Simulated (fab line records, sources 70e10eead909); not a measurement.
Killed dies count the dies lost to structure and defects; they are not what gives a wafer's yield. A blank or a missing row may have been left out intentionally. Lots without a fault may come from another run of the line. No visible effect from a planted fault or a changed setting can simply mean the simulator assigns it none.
A struck lot beside a sound one + flow nand_harc + 44 out of 1302 route steps
Sound: wafers L313.1, L313.2, L313.3. Struck: wafer L333.2. (L333.5, L333.6 of the same lot were not struck and are left out.) The cause comes at the end.
Order at every step that has rows: each side's tool, ch and its chambers, its first start. Under that, the readings that differ: sound wafers + struck wafers + difference of the means + sigmas: that difference in standard deviations of wafers without a fault.
alike: readings whose means differ by less than 2 such deviations, and words and numbers that are the same on both sides. not compared: withheld readings, readings that some wafer has no value for, bounds like >300 that may hide the same value, and numbers for which the record gives no deviation and whose values overlap.
Wherever a step has rows on one side only, a row that says differs or no value, or a row with sigmas, the two part there. Numbers that have no deviation but don't overlap get no sigmas and don't part them. A reading that every wafer of one side lacks parts them only if that side has two wafers or more.

NHARC_P_M1_INSPECT_11:
  sound on defect_inspect-01 at day 6 16:21; struck on defect_inspect-02 at day 15 01:44
  alike: raw_defect_count
then, 1 step without rows for these wafers: NHARC_P_M1_DESCUM_14 (chemistry O2, time 3 s).
NHARC_P_M1_ETCH_35: etches the open film in N2/H2, target depth 40 nm, overetch 12 nm, time 43.94 s.
  sound on rie_diel-02 ch 0,1,2, day 6 16:30; struck on rie_diel-02 ch 2, day 15 01:54
| reading                | sound | struck | difference | sigmas |
|------------------------|-------|--------|------------|--------|
| rf_hours_counter_h (h) | 7 8 8 | 9      | +1         |        |
  alike: drypump_motor_current_A, oes_product_au, rf_vpp_V, showerhead_plenum_p_Torr, throttle_valve_pct
NHARC_P_M1_ETCH_15: etches the open film in C4F8/Ar, target depth 182.5 nm, time 91.2 s.
  sound: rie_diel-02 ch 1,2,3; struck: rie_diel-02 ch 1
| reading                | sound | struck | difference | sigmas |
|------------------------|-------|--------|------------|--------|
| rf_hours_counter_h (h) | 8 7 8 | 10     | +2         |        |
  alike: oes_product_au, rf_vpp_V
NHARC_P_M1_CD_MEAS_16:
  sound on cd_sem-02 at day 6 16:43; struck on cd_sem-02 at day 15 02:07
  alike: cd_nm
then, 1 step without rows for these wafers: NHARC_P_M1_STRIP_18 (strips in N2/H2).
NHARC_P_M1_ETCH_28: etches the open film in CF4/N2, target depth 30 nm, time 72.99 s.
  sound: rie_diel-02 ch 0,1,2; struck: rie_diel-05 ch 2
| reading                | sound | struck | difference | sigmas |
|------------------------|-------|--------|------------|--------|
| rf_hours_counter_h (h) | 7 8 8 | 6      | -2         |        |
  alike: drypump_motor_current_A, oes_product_au, rf_vpp_V, showerhead_plenum_p_Torr, throttle_valve_pct
then, 1 step without rows for these wafers: NHARC_P_M1_STRIP_19 (strips in post etch residue remover, time 600 s).
NHARC_P_M1_DEGAS_29: time 60 s.
  sound on pvd_sputter-01 at day 6 17:26; struck on pvd_sputter-02 at day 15 02:51
  alike: heater_power_w
then, 3 steps without rows for these wafers: NHARC_P_M1_PRE_CLEAN_30 (time 30 s); NHARC_P_M1_PVD_20 (deposits TaN, target thk 5 nm, time 8.06 s); NHARC_P_M1_PVD_21 (deposits Cu, target thk 30 nm, time 20.49 s).
NHARC_P_M1_ECD_22: material Cu, target thk 400 nm.
  sound on ecd_cu-01 ch 0,1, day 6 17:47; struck on ecd_cu-02 ch 0,1, day 15 03:14
then, 1 step without rows for these wafers: NHARC_P_M1_ANNEAL_31 (time 90 s).
NHARC_P_M1_CMP_23: polishes, t overpolish 20 s, target thk 157.82 nm.
  sound on cmp-01 ch 0,2,3, day 6 18:32; struck on cmp-02 ch 3, day 15 03:55
| reading                | sound          | struck | difference | sigmas |
|------------------------|----------------|--------|------------|--------|
| time_to_endpoint_s (s) | 26.0 29.2 24.3 | 18.9   | -7.6       | -3     |
  alike: motor_current_A
NHARC_P_M1_THK_MEAS_24: measures by xrf.
  sound on film_metro-01 at day 6 18:50; struck on film_metro-01 at day 15 04:14
  alike: thk_nm
then, 1 step without rows for these wafers: NHARC_P_M1_SRD_25.
NHARC_P_M1_INSPECT_27:
  sound on defect_inspect-01 at day 6 18:59; struck on defect_inspect-02 at day 15 04:24
  alike: raw_defect_count
then, 1 step without rows for these wafers: NHARC_P_M1_PRE_CLEAN_32 (time 12 s).
NHARC_P_M1_DEP_33: deposits SiCN, target thk 30 nm.
  sound on pecvd-04 ch 0,1,2, day 6 19:08; struck on pecvd-02 ch 1, day 15 04:32
  alike: heater_power_w
then, 10 steps without rows for these wafers: NHARC_P_M2_DEP_00 (deposits SiOC, target thk 182.5 nm); NHARC_P_M2_DEHYDRATE_01 (time 120 s); NHARC_P_M2_HMDS_02 (time 30 s); NHARC_P_M2_COAT_34 (time 65 s); NHARC_P_M2_COAT_03 (resist thk 90 nm); NHARC_P_M2_SOFTBAKE_04 (time 55 s); NHARC_P_M2_EBR_05; NHARC_P_M2_EXPOSE_06 (exposes mask P M2, target cd 170 nm); NHARC_P_M2_PEB_07 (peb time 65 s); NHARC_P_M2_DEVELOP_08 (develop time 35 s).
NHARC_P_M2_CD_MEAS_09 targets a cd of 170 nm.
  sound on cd_sem-01 ch 0, day 6 20:23; struck on cd_sem-01 ch 0, day 15 05:48
  alike: cd_nm
NHARC_P_M2_OVL_MEAS_10: pitch 340 nm.
  sound on overlay-01 at day 6 20:28; struck on overlay-02 at day 15 05:53
| reading           | sound       | struck | difference | sigmas |
|-------------------|-------------|--------|------------|--------|
| overlay_y_nm (nm) | 0.9 0.9 0.8 | -0.8   | -1.7       | -2     |
  alike: overlay_x_nm
NHARC_P_M2_INSPECT_11:
  sound on defect_inspect-02 at day 6 20:31; struck on defect_inspect-02 at day 15 05:55
  alike: raw_defect_count
then, 3 steps without rows for these wafers: NHARC_P_M2_DESCUM_14 (chemistry O2, time 3 s); NHARC_P_M2_ETCH_35 (etches the open film in N2/H2, target depth 40 nm, overetch 12 nm, time 43.94 s); NHARC_P_M2_ETCH_15 (etches the open film in C4F8/Ar, target depth 182.5 nm, time 91.2 s).
NHARC_P_M2_CD_MEAS_16:
  sound on cd_sem-01 at day 6 20:55; struck on cd_sem-02 at day 15 06:19
  alike: cd_nm
then, 4 steps without rows for these wafers: NHARC_P_M2_STRIP_18 (strips in N2/H2); NHARC_P_M2_ETCH_28 (etches the open film in CF4/N2, target depth 30 nm, time 72.99 s); NHARC_P_M2_STRIP_19 (strips in post etch residue remover, time 600 s); NHARC_P_M2_DEGAS_29 (time 60 s).
-- a jump in the record: the struck wafers' starts before and after are 16 days apart (it breaks off in module P_M2 and resumes in module A_BLC, where the first step shown is number 1120 of the route) --
NHARC_A_BLC_DESCUM_15: chemistry O2, time 3 s.
  sound on rie_diel-05 ch 0,1,2, day 23 06:11; struck on rie_diel-05 ch 0, day 31 13:40
| reading                | sound             | struck | difference | sigmas |
|------------------------|-------------------|--------|------------|--------|
| rf_hours_counter_h (h) | 7 7 7             | 8      | +1         |        |
| model.A_BLC.cd_nm (nm) | 100.7 100.4 101.4 | 101.8  | +1.0       |        |
  alike: drypump_motor_current_A, oes_product_au, rf_vpp_V, showerhead_plenum_p_Torr, throttle_valve_pct
NHARC_A_BLC_ETCH_16: etches the open film in CF4, target depth 39 nm, time 65 s.
  sound on rie_diel-05 ch 0,1,3, day 23 06:17; struck on rie_diel-05 ch 3, day 31 13:45
| reading                | sound             | struck | difference | sigmas |
|------------------------|-------------------|--------|------------|--------|
| rf_hours_counter_h (h) | 7 7 7             | 9      | +2         |        |
| model.A_BLC.cd_nm (nm) | 100.5 100.3 101.2 | 101.9  | +1.2       |        |
  alike: drypump_motor_current_A, oes_product_au, rf_vpp_V, showerhead_plenum_p_Torr, throttle_valve_pct
NHARC_END_SORT_01:
  sound on prober-01 ch 0, day 25 04:43; struck on prober-02 ch 0, day 33 12:34
| reading     | sound | struck | difference | sigmas |
|-------------|-------|--------|------------|--------|
| killed_open | 6 6 3 | 0      | -5         | -2     |
  alike: defect_limited_yield, killed_at_array, killed_at_other, killed_at_periphery, killed_dies, killed_short

## WHERE THEY PART
First at NHARC_P_M1_CMP_23; last, within this record, at NHARC_END_SORT_01.

WHY: whatever the simulator had introduced
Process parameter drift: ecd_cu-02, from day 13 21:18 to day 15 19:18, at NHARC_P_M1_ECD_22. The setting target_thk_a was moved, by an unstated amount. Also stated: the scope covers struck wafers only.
